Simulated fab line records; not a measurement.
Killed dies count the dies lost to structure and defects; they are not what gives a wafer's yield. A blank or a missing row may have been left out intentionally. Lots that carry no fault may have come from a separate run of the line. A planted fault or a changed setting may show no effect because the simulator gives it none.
fab line records    flow nandHarc
record lots=11  wafers=30  lastDay=24
route steps=1159 shown A_SLIT@792 A_SIN_REMOVE@808 A_WL_FILL@822 A_CONTACT@840 END@1159
lots that met no fault: from a run of the same line without faults
startH: the number of hours between the record's first day and the start of the first shown wafer of the lot    waitH: hours from the lot's prior step to this one    " same as the row above    L1.1+2: several wafers, shown together as one row    - no value, or no start was given    * or withheld: withheld    < > ~ a bound
route shown NAME@n: a module of which the file shows steps, and the number in the route of the first    usual: mean/standard deviation of fault-free wafers    same: alike in all rows    chamber/n: place in a boat    sites: per-site readings    _std_site: how widely they spread, as a standard deviation    _edge_site: mean of outer sites minus mean of inner sites    radiusMm: how far each site lies from the wafer's centre    mask NAME#n: copy n    behind: the last tool/chamber to shape the wafer    hold: what put the lot on hold/how long, in hours/how the hold closed    device: whichever transistor did not switch (one of n, p or np)    end of line: tests run on the same wafers once the route is complete    a step without rows: its recipe alone    killed: dies lost to structure and defects at the first sort, not the wafer's yield    map: the dies of a wafer, with x for killed, . for not killed, _ for no die there
set.NAME: the setting the step ran with; set.NAME@STEP: the setting that earlier step ran with    model.NAME: the simulator's own value behind a step, which no gauge read
the route's steps for a sample of lots (tables are steps, rows are wafers)
services: when a tool's chamber went out of use (startH, in hours from the record's first day, below 0 if earlier), for how many hours, and the reason
## steps
# step NHARC_A_SLIT_INSPECT_11
# usual rawDefectCount=23/11
lot.wafer  tool              chamber  startH  waitH  rawDefectCount
L448.1     defectInspect-02  -        330.63  0.0    18
L448.2     "                 -        "       "      22
L448.6     "                 -        "       "      27
L446.4     defectInspect-02  -        332.47  0.0    35
L446.5     "                 -        "       "      20
L446.6     "                 -        "       "      27
L451.3     defectInspect-02  -        370.38  0.0    27
L451.5     "                 -        "       "      24
L451.6     "                 -        "       "      25
L453.1     defectInspect-02  -        377.91  0.0    24
L453.4     "                 -        "       "      24
L453.5     "                 -        "       "      20
L454.1     defectInspect-01  -        378.47  0.0    12
L454.2     "                 -        "       "      7
L454.5     "                 -        "       "      7
L455.3     defectInspect-01  -        386.24  0.0    12
L456.1     defectInspect-02  -        386.39  0.0    25
L456.3     "                 -        "       "      33
L456.6     "                 -        "       "      29
L458.5     defectInspect-01  -        395.97  0.0    21
L458.6     "                 -        "       "      24
L462.3     defectInspect-02  -        414.92  0.0    11
L462.4     "                 -        "       "      12
L462.6     "                 -        "       "      19
L468.2     defectInspect-01  -        453.13  0.0    17
L468.4     "                 -        "       "      18
L468.5     "                 -        "       "      19
L467.2     defectInspect-02  -        454.43  0.0    49
L467.4     "                 -        "       "      47
L467.6     "                 -        "       "      42
# step NHARC_A_SLIT_ETCH_26
# recipe biasV=400  sourceW=2000  pressureMtorr=25  timeS=90  arFlowSccm=375  c4f8FlowSccm=41.7  o2FlowSccm=83.3  targetDepthA=4000  chemistry=C4F8/O2/Ar
# usual drypumpMotorCurrentA=5.6/0.43  showerheadPlenumPTorr=3.77/0.095  throttleValvePct=27.618/0.0092
lot.wafer  tool        chamber  startH  waitH  drypumpMotorCurrentA  rfHoursCounterH  showerheadPlenumPTorr  throttleValvePct
L448.2     harEtch-02  1        334.36  1.2    5.3                   171              3.66                   27.630
L448.1     "           0        "       "      6.0                   171              3.88                   27.621
L448.6     "           1        "       "      5.3                   -                3.66                   27.619
L446.4     harEtch-01  0        336.40  0.8    4.8                   -                3.83                   27.629
L446.6     "           0        "       "      4.8                   -                3.83                   27.594
L446.5     "           1        "       "      5.9                   -                3.83                   27.619
L451.3     harEtch-02  1        375.16  0.6    5.3                   -                3.65                   27.636
L451.5     "           0        "       "      6.0                   -                3.87                   27.626
L451.6     "           1        "       "      5.3                   -                3.66                   27.631
L453.1     harEtch-02  0        381.53  1.0    6.0                   193              3.87                   27.625
L453.4     "           0        "       "      6.0                   -                3.87                   27.619
L453.5     "           0        "       "      6.0                   -                3.87                   27.632
L454.2     harEtch-02  0        383.19  1.2    6.0                   194              3.87                   27.617
L454.1     "           1        "       "      5.3                   194              3.65                   27.610
L454.5     "           1        "       "      5.3                   -                3.65                   27.628
L455.3     harEtch-02  1        388.65  0.6    5.3                   -                3.65                   27.606
L456.1     harEtch-01  1        388.70  1.2    5.9                   32               3.82                   27.621
L456.3     "           1        "       "      6.0                   -                3.82                   27.614
L456.6     "           0        "       "      4.8                   -                3.82                   27.623
L458.6     harEtch-02  0        399.24  0.4    6.0                   -                3.86                   27.613
L458.5     "           1        "       "      5.3                   -                3.65                   27.608
L462.4     harEtch-01  0        417.30  0.8    4.8                   -                3.81                   27.627
L462.3     "           1        "       "      5.9                   -                3.81                   27.604
L462.6     "           0        "       "      4.8                   -                3.81                   27.607
L468.2     harEtch-01  1        455.48  1.0    6.0                   61               3.80                   27.623
L468.4     "           1        "       "      5.9                   -                3.80                   27.617
L468.5     "           0        "       "      4.8                   -                3.80                   27.641
L467.2     harEtch-02  0        456.79  1.0    6.0                   228              3.85                   27.611
L467.4     "           0        "       "      6.0                   -                3.85                   27.621
L467.6     "           0        "       "      6.0                   -                3.85                   27.607
# step NHARC_A_SLIT_ETCH_29
# recipe targetDepthA=1000  overetchA=100  timeS=55  ionEnergyEv=100  cf4FlowSccm=80  o2FlowSccm=20  arFlowSccm=0  rfW=300  biasW=100  chemistry=CF4/O2
# usual drypumpMotorCurrentA=5.59/0.3  oes_ar_750_au=1.000/0.0048  oesProductAu=0.998/0.0085  rfVppV=197.4/1.5  showerheadPlenumPTorr=1.31/0.059  throttleValvePct=13.398/0.009
lot.wafer  tool        chamber  startH  waitH  drypumpMotorCurrentA  oes_ar_750_au  oesProductAu  rfHoursCounterH  rfVppV  showerheadPlenumPTorr  throttleValvePct
L448.2     rieDiel-09  3        334.98  0.1    5.65                  0.998          1.000         5                196.1   1.29                   13.410
L448.1     "           1        "       "      5.68                  1.007          1.001         5                199.8   1.42                   13.408
L448.6     "           2        "       "      5.75                  1.004          0.996         -                196.8   1.26                   13.397
L446.6     rieDiel-05  0        336.99  0.1    6.00                  1.004          1.008         -                196.3   1.30                   13.388
L446.4     "           2        "       "      5.53                  0.993          1.000         -                195.7   1.28                   13.409
L446.5     "           3        "       "      5.00                  0.996          0.999         -                196.0   1.26                   13.386
L451.3     rieDiel-09  3        375.70  0.1    5.66                  1.000          0.992         8                197.0   1.29                   13.393
L451.5     "           3        "       "      5.61                  1.003          0.991         -                197.9   1.29                   13.406
L451.6     "           1        "       "      5.70                  1.005          0.988         -                200.6   1.42                   13.412
L453.1     rieDiel-09  1        382.14  0.1    5.69                  0.995          0.992         9                199.9   1.41                   13.396
L453.5     "           3        "       "      5.65                  1.005          0.992         -                196.7   1.29                   13.411
L453.4     "           1        "       "      5.69                  1.004          0.987         -                199.6   1.41                   13.409
L454.1     rieDiel-05  2        383.80  0.1    5.55                  0.992          1.001         3                197.6   1.28                   13.396
L454.2     "           3        "       "      5.00                  1.001          0.994         2                195.3   1.26                   13.398
L454.5     "           3        "       "      4.99                  1.005          0.999         -                195.1   1.26                   13.409
L455.3     rieDiel-05  1        389.18  0.1    6.24                  0.993          1.000         4                198.4   1.41                   13.401
L456.1     rieDiel-06  0        389.31  0.1    5.19                  0.994          1.004         10               197.4   1.27                   13.397
L456.3     "           3        "       "      5.88                  1.006          1.008         10               195.6   1.28                   13.384
L456.6     "           0        "       "      5.19                  0.995          1.013         -                197.5   1.27                   13.398
L458.5     rieDiel-06  3        399.75  0.1    5.88                  0.999          1.002         -                197.6   1.28                   13.420
L458.6     "           0        "       "      5.20                  0.996          1.001         -                197.2   1.27                   13.396
L462.3     rieDiel-09  2        417.86  0.1    5.78                  0.997          1.005         10               197.3   1.26                   13.396
L462.4     "           0        "       "      5.22                  1.003          0.997         8                199.2   1.41                   13.392
L462.6     "           1        "       "      5.67                  1.010          0.987         -                200.3   1.41                   13.404
L468.2     rieDiel-09  3        456.07  0.1    5.64                  0.995          0.997         1                198.0   1.29                   13.383
L468.4     "           0        "       "      5.22                  1.004          0.998         2                198.2   1.41                   13.403
L468.5     "           0        "       "      5.21                  1.003          0.986         -                199.6   1.41                   13.405
L467.2     rieDiel-06  1        457.38  0.1    5.58                  1.005          0.990         2                196.9   1.28                   13.386
L467.4     "           3        "       "      5.90                  1.005          0.999         3                196.0   1.28                   13.403
L467.6     "           1        "       "      5.58                  1.005          1.002         -                196.8   1.28                   13.405
# step NHARC_A_SIN_REMOVE_INSPECT_04
# usual rawDefectCount=296/75
lot.wafer  tool              chamber  startH  waitH  hold                     rawDefectCount
L448.1     defectInspect-02  -        341.53  0.0    -                        245
L448.2     "                 -        "       "      -                        217
L448.6     "                 -        "       "      -                        219
L446.4     defectInspect-02  -        344.84  0.0    -                        397
L446.5     "                 -        "       "      -                        390
L446.6     "                 -        "       "      -                        325
L451.3     defectInspect-02  -        382.65  0.1    -                        301
L451.5     "                 -        "       "      -                        328
L451.6     "                 -        "       "      -                        279
L453.1     defectInspect-02  -        390.45  0.0    -                        489
L453.4     "                 -        "       "      -                        406
L453.5     "                 -        "       "      -                        419
L454.1     defectInspect-01  -        390.45  0.0    -                        232
L454.2     "                 -        "       "      -                        228
L454.5     "                 -        "       "      -                        292
L455.3     defectInspect-01  -        397.72  0.0    awaitDispo/0.2h/release  738
L455.3     defectInspect-01  -        397.89  0.2    -                        736
L456.1     defectInspect-02  -        397.73  0.0    -                        337
L456.3     "                 -        "       "      -                        240
L456.6     "                 -        "       "      -                        337
L458.5     defectInspect-01  -        407.97  0.0    -                        557
L458.6     "                 -        "       "      -                        315
L462.3     defectInspect-02  -        429.33  0.0    -                        291
L462.4     "                 -        "       "      -                        284
L462.6     "                 -        "       "      -                        285
L468.2     defectInspect-02  -        464.40  0.0    -                        182
L468.4     "                 -        "       "      -                        252
L468.5     "                 -        "       "      -                        220
L467.2     defectInspect-01  -        464.40  0.0    -                        238
L467.4     "                 -        "       "      -                        240
L467.6     "                 -        "       "      -                        219
# step NHARC_A_WL_FILL_ALD_10
# recipe targetThkA=500  pulseTimeS=10  aldCycles=500  tempC=300  material=SiO2
# usual heaterPowerW=474/45  precursorPulseHeightRel=0.999/0.021
lot.wafer  tool      chamber  startH  waitH  heaterPowerW  precursorPulseHeightRel  sinceWetCleanH
L448.2     aldHk-04  3        352.71  1.2    447           1.026                    153
L448.1     "         0        "       "      439           1.026                    153
L448.6     "         1        "       "      522           1.015                    -
L446.4     aldHk-04  3        360.61  1.6    437           1.005                    161
L446.6     "         0        "       "      436           0.997                    -
L446.5     "         1        "       "      526           0.991                    -
L451.3     aldHk-02  0        393.33  0.6    450           0.999                    104
L451.6     "         3        394.87  2.1    402           1.010                    -
L451.5     "         0        "       "      459           1.020                    -
L453.1     aldHk-02  0        400.55  0.1    460           1.007                    111
L453.4     "         1        401.58  1.1    507           0.996                    112
L453.5     "         1        405.72  5.2    510           0.933                    -
L454.1     aldHk-01  0        401.57  1.1    461           1.004                    164
L454.2     "         1        "       "      452           1.015                    165
L454.5     "         3        403.09  2.6    579           0.999                    -
L456.3     aldHk-02  2        407.57  0.0    491           0.975                    118
L456.1     "         3        408.61  1.1    403           1.024                    119
L456.6     "         2        411.74  4.2    483           0.996                    -
L455.3     aldHk-04  3        417.68  1.6    448           1.006                    40
L458.6     aldHk-02  3        427.18  6.0    395           1.024                    -
L458.5     "         0        428.21  7.0    466           1.027                    -
L462.4     aldHk-02  1        440.77  1.4    523           0.987                    151
L462.3     "         3        441.78  2.4    402           1.003                    152
L462.6     "         0        "       "      454           1.040                    -
L467.4     aldHk-02  2        483.39  1.1    487           0.987                    16
L467.2     "         3        "       "      397           1.030                    16
L467.6     "         1        484.93  2.6    525           0.985                    -
L468.2     aldHk-01  1        486.20  3.9    471           0.994                    71
L468.4     "         2        487.23  4.9    440           0.988                    72
L468.5     "         0        489.30  7.0    473           0.996                    -
# step NHARC_A_CONTACT_DEP_24
# recipe targetThkA=5000  tempC=400  pressureTorr=6.5  rfW=900  teosFlowSccm=161.4  flowSccm=2650  targetThkNm=500  gas=O2  material=SiO2
# usual heaterPowerW=561/98  throttleValvePct=15.7/0.49
lot.wafer  tool      chamber  startH  waitH  hold                     heaterPowerW  sinceWetCleanH  throttleValvePct
L448.1     pecvd-02  0        368.13  0.2    -                        694           21              16.2
L448.2     "         1        "       "      -                        611           21              15.7
L448.6     "         2        "       "      -                        387           -               15.7
L446.6     pecvd-04  0        375.48  0.3    -                        422           -               15.9
L446.4     "         1        "       "      -                        547           -               15.3
L446.5     "         2        "       "      -                        581           -               16.7
L451.3     pecvd-02  1        408.93  0.2    -                        658           62              16.2
L451.6     "         2        "       "      -                        519           -               16.2
L451.5     "         1        "       "      -                        497           -               16.1
L454.1     pecvd-02  0        417.06  0.1    -                        556           70              16.1
L454.2     "         1        "       "      -                        584           70              16.0
L454.5     "         0        "       "      -                        609           -               16.2
L453.1     pecvd-03  1        421.84  0.1    -                        471           117             15.3
L453.5     "         0        "       "      -                        661           -               15.4
L453.4     "         2        "       "      -                        639           -               15.5
L456.1     pecvd-04  0        426.96  0.1    -                        372           38              15.1
L456.3     "         1        "       "      -                        554           38              15.2
L456.6     "         2        "       "      -                        665           -               16.0
L455.3     pecvd-04  0        434.89  4.9    awaitDispo/4.8h/release  468           46              15.3
L458.5     pecvd-03  0        448.66  4.0    awaitDispo/3.8h/release  665           -               15.5
L458.6     "         2        "       "      awaitDispo/3.8h/release  597           -               15.3
L462.3     pecvd-02  2        457.31  0.2    -                        451           110             16.0
L462.4     "         1        "       "      -                        587           -               16.1
L462.6     "         2        "       "      -                        481           -               15.8
L467.2     pecvd-04  1        500.59  0.2    -                        565           111             15.2
L467.6     "         2        "       "      -                        617           -               16.5
L467.4     "         1        "       "      -                        616           -               15.1
L468.2     pecvd-04  2        506.72  0.1    -                        718           118             16.1
L468.5     "         0        "       "      -                        346           -               15.7
L468.4     "         1        "       "      -                        447           -               15.0
# step NHARC_END_SORT_01
# recipe tempC=25
# usual killedAtArray=27/11  killedAtOther=0.8/1.1  killedAtPeriphery=2.8/1.9  killedDies=30/11  killedOpen=3.3/1.8  killedShort=2.3/1.5
# same grossDies=677
lot.wafer  tool       chamber  startH  waitH  killedAtArray  killedAtOther  killedAtPeriphery  killedDies  killedOpen  killedShort
L455.3     prober-02  0        521.59  3.1    39             0              7                  46          5           2
L458.5     prober-01  0        554.50  3.7    47             2              5                  54          5           3
L458.6     prober-01  0        555.30  4.0    32             2              2                  36          4           4
# killed by level:class
L455.3 A_SLIT:unspecified=22 P_ZERO_WELL:chamberFilmFlake=6 A_STAIRCASE:chamberFilmFlake=3 A_WL_FILL:chamberFilmFlake=3 A_WL_FILL:geometricParticle:open=2 A_ZERO_WELL:chamberFilmFlake=2 A_CHANNEL_HOLE_D1:chamberFilmFlake=2 A_ONON_D1:geometricParticle:open=1
L458.5 A_SLIT:unspecified=23 A_CHANNEL_HOLE_D1:chamberFilmFlake=11 A_CHANNEL_FILL_D1:geometricParticle:short=3 P_ZERO_WELL:chamberFilmFlake=3 P_M0:geometricParticle:open=2 A_WL_FILL:chamberFilmFlake=2 A_SLIT:chamberFilmFlake=2 A_CONTACT:chamberFilmFlake=2
L458.6 A_CHANNEL_HOLE_D1:chamberFilmFlake=11 A_SLIT:chamberFilmFlake=9 A_CONTACT:chamberFilmFlake=2 THIN_TSV:chamberFilmFlake=2 P_GATE:geometricParticle:open=1 A_ONON_D1:geometricParticle:short=1 A_ONON_D1:geometricParticle:open=1 A_CHANNEL_FILL_D1:geometricParticle:short=1
## services
tool        chamber  startH  hours  kind
pecvd-02    -        334.00  13.0   pm
rieDiel-05  -        340.60  9.0    pm
rieDiel-06  1        353.42  6.3    repair
pecvd-04    -        360.38  0.3    repair
harEtch-02  -        362.15  0.2    repair
rieDiel-06  1        366.48  9.1    repair
rieDiel-09  0        368.57  18.8   repair
aldHk-04    -        369.05  10.0   pm
pecvd-04    -        376.21  13.0   pm
rieDiel-05  3        389.62  7.1    repair
rieDiel-05  0        395.22  9.2    repair
rieDiel-05  3        403.33  3.4    repair
aldHk-01    -        406.31  10.0   pm
rieDiel-06  -        418.32  9.0    pm
rieDiel-09  -        431.11  9.0    pm
aldHk-02    -        458.43  10.0   pm
aldHk-02    0        458.43  10.0   ventCycle
aldHk-02    1        458.43  10.0   ventCycle
aldHk-02    2        458.43  10.0   ventCycle
pecvd-03    2        472.87  4.5    repair
pecvd-03    -        473.05  13.0   pm
aldHk-04    -        476.02  1.0    repair
rieDiel-06  0        477.84  6.1    repair
rieDiel-05  2        506.36  4.1    repair
## key
firstSign step=NHARC_A_SIN_REMOVE_INSPECT_04  reading=visit  direction=added
effect step=NHARC_A_SIN_REMOVE_INSPECT_04  reading=rawDefectCount  direction=up  sigmas=4.7  usual=296  struck=648
metAt NHARC_A_SLIT_ETCH_26
struckLots L455,L458
struckWafers L455.3,L458.5
testerLeftOut L455,L458
notActingAt NHARC_A_SLIT_INSPECT_11,NHARC_A_SLIT_ETCH_29,NHARC_A_WL_FILL_ALD_10
onsetBetween 383.19 388.65
fault kind=chamberParticleSource  tool=harEtch-02  chamber=1  onsetH=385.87  steps=NHARC_A_SLIT_ETCH_26  ratePerVisitCm2=0.5236  endH=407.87
# testerLeftOut: of these lots the tester's yield and bins aren't shown, on N5 and GAA mostly nor the transistor test; their killed dies are dies lost to structure and defects alone, not to doping, threshold or leakage, so they don't give the yield
